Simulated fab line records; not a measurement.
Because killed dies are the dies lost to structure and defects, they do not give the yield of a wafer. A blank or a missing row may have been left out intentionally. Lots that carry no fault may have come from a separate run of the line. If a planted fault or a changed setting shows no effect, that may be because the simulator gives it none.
Split-lot trial + flow n5Finfet + 39 wafers read across 7 lots, on a route 1938 steps long

ABOUT THE SPLIT
At N5_MOL_CONTACT_COAG_VIA_ETCH_46 (etches SiO2 in C4F6/O2, target depth 46 nm, overetch 9.2 nm, time 40 s), the setting targetDepthA was moved away from the recipe's 460 angstrom on 12 of the 39 wafers read, by -26.9% to +33.5%. The other wafers ran this setting at the recipe's value.

The split's own step is where the reading is taken.

THE READING
SOC_of_MOL_CONTACT_COAG_COAT_75.thkNm (the simulator's own value, which no gauge read), in nm, at N5_MOL_CONTACT_COAG_VIA_ETCH_46 (etches SiO2 in C4F6/O2, target depth 46 nm, overetch 9.2 nm, time 40 s). The file does not state a usual value for it. Average 50.8 nm, standard deviation 0.16 nm, over the 27 wafers here run with the recipe.

| wafer  | tool, chamber at the split | targetDepthA as run, angstrom | against the recipe | SOC_of_MOL_CONTACT_COAG_COAT_75.thkNm, nm | against lot-mates on the recipe |
|--------|----------------------------|-------------------------------|--------------------|-------------------------------------------|---------------------------------|
| L077.1 | rieDiel-02, 3,1            | 460                           | recipe             | 50.8                                      | -                               |
| L077.6 | rieDiel-02, 3,1            | 460                           | recipe             | 50.8                                      | -                               |
| L077.2 | rieDiel-02, 0              | 614.2                         | +33.5%             | 49.2                                      | -1.7                            |
| L077.3 | rieDiel-02, 1              | 460                           | recipe             | 51                                        | -                               |
| L077.4 | rieDiel-02, 2              | 614.2                         | +33.5%             | 48.8                                      | -2.1                            |
| L077.5 | rieDiel-02, 2              | 614.2                         | +33.5%             | 49                                        | -1.9                            |
| L078.1 | rieDiel-01, 0,3            | 460                           | recipe             | 50.8                                      | -                               |
| L078.4 | rieDiel-01, 0,3            | 460                           | recipe             | 50.8                                      | -                               |
| L078.2 | rieDiel-01, 2,1,2          | 460                           | recipe             | 50.6                                      | -                               |
| L078.3 | rieDiel-01, 2,1,2          | 460                           | recipe             | 50.6                                      | -                               |
| L078.6 | rieDiel-01, 2,1,2          | 460                           | recipe             | 50.6                                      | -                               |
| L078.5 | rieDiel-01, 1              | 460                           | recipe             | 50.4                                      | -                               |
| L079.1 | rieDiel-02, 2              | 370.3                         | -19.5%             | 51.8                                      | +1.1                            |
| L079.2 | rieDiel-02, 1,3            | 460                           | recipe             | 50.8                                      | -                               |
| L079.5 | rieDiel-02, 1,3            | 460                           | recipe             | 50.8                                      | -                               |
| L079.3 | rieDiel-02, 3,0            | 370.3                         | -19.5%             | 52                                        | +1.3                            |
| L079.6 | rieDiel-02, 3,0            | 370.3                         | -19.5%             | 52                                        | +1.3                            |
| L079.4 | rieDiel-02, 0              | 460                           | recipe             | 50.6                                      | -                               |
| L080.1 | rieDiel-01, 1              | 568.6                         | +23.6%             | 49.2                                      | -1.7                            |
| L080.5 | rieDiel-01, 1              | 568.6                         | +23.6%             | 49.2                                      | -1.7                            |
| L080.2 | rieDiel-01, 0              | 568.6                         | +23.6%             | 49.6                                      | -1.3                            |
| L080.3 | rieDiel-01, 2              | 460                           | recipe             | 50.8                                      | -                               |
| L080.6 | rieDiel-01, 2              | 460                           | recipe             | 50.8                                      | -                               |
| L080.4 | rieDiel-01, 3              | 460                           | recipe             | 51                                        | -                               |
| L082.1 | rieDiel-02, 0,3,2,0,1      | 460                           | recipe             | 51                                        | -                               |
| L082.2 | rieDiel-02, 0,3,2,0,1      | 460                           | recipe             | 51                                        | -                               |
| L082.4 | rieDiel-02, 0,3,2,0,1      | 460                           | recipe             | 51                                        | -                               |
| L082.5 | rieDiel-02, 0,3,2,0,1      | 460                           | recipe             | 51                                        | -                               |
| L082.6 | rieDiel-02, 0,3,2,0,1      | 460                           | recipe             | 51                                        | -                               |
| L082.3 | rieDiel-02, 1              | 460                           | recipe             | 50.8                                      | -                               |
| L086.1 | rieDiel-01, 2              | 336.4                         | -26.9%             | 52                                        | +1.3                            |
| L086.2 | rieDiel-01, 1,0            | 460                           | recipe             | 50.6                                      | -                               |
| L086.3 | rieDiel-01, 1,0            | 460                           | recipe             | 50.6                                      | -                               |
| L086.4 | rieDiel-01, 3,2            | 336.4                         | -26.9%             | 52.2                                      | +1.5                            |
| L086.5 | rieDiel-01, 3,2            | 336.4                         | -26.9%             | 52.2                                      | +1.5                            |
| L086.6 | rieDiel-01, 3              | 460                           | recipe             | 50.8                                      | -                               |
| L087.2 | rieDiel-02, 3,0            | 460                           | recipe             | 50.8                                      | -                               |
| L087.6 | rieDiel-02, 3,0            | 460                           | recipe             | 50.8                                      | -                               |
| L087.3 | rieDiel-02, 2              | 460                           | recipe             | 50.6                                      | -                               |
Rows listing several chambers each stand for several wafers; the file does not say which wafer went through which chamber.

THE FIT
A straight line over all 39 wafers: SOC_of_MOL_CONTACT_COAG_COAT_75.thkNm changes by -0.0548 nm for each +1% of targetDepthA; r = -0.98; the points scatter about the line by 0.17 nm.
The same after taking each lot's own level away (the mean of its wafers on the recipe; 39 wafers): -0.058 nm for each +1%; r = -0.99; scatter 0.13 nm.
The reading moves by 1.9 nm for the largest change in targetDepthA, on that fit.
The lots' own levels span 50.63 to 50.97 nm, that is 2.0 times the standard deviation above.
So the lot-to-lot level changes the slope little: the two slopes agree.
Check: -2.01 nm against its lot-mates is what the line predicts for one of the wafers moved furthest among these (+33.5%) when that wafer is left out of the fit. Against them it came out at -1.67 nm.

THE OTHER SPLITS THESE WAFERS WENT THROUGH
These wafers also went through other splits before the reading. Each is held against what the fit with the lots' levels taken away leaves over:
| other split on the same wafers        | wafers away from the commonest value | r with SOC_of_MOL_CONTACT_COAG_COAT_75.thkNm (lot level and that fit taken away) |
|---------------------------------------|--------------------------------------|----------------------------------------------------------------------------------|
| N5_ZERO_LAYER_PECVD_02 timeS          | 18                                   | +0.18                                                                            |
| N5_FIN_SAQP_SPACER2_ALD_28 targetThkA | 15                                   | -0.10                                                                            |

FILE'S OWN FIT
SOC_of_MOL_CONTACT_COAG_COAT_75.thkNm changes by -0.0581 nm for each +1% of targetDepthA, r = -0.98.
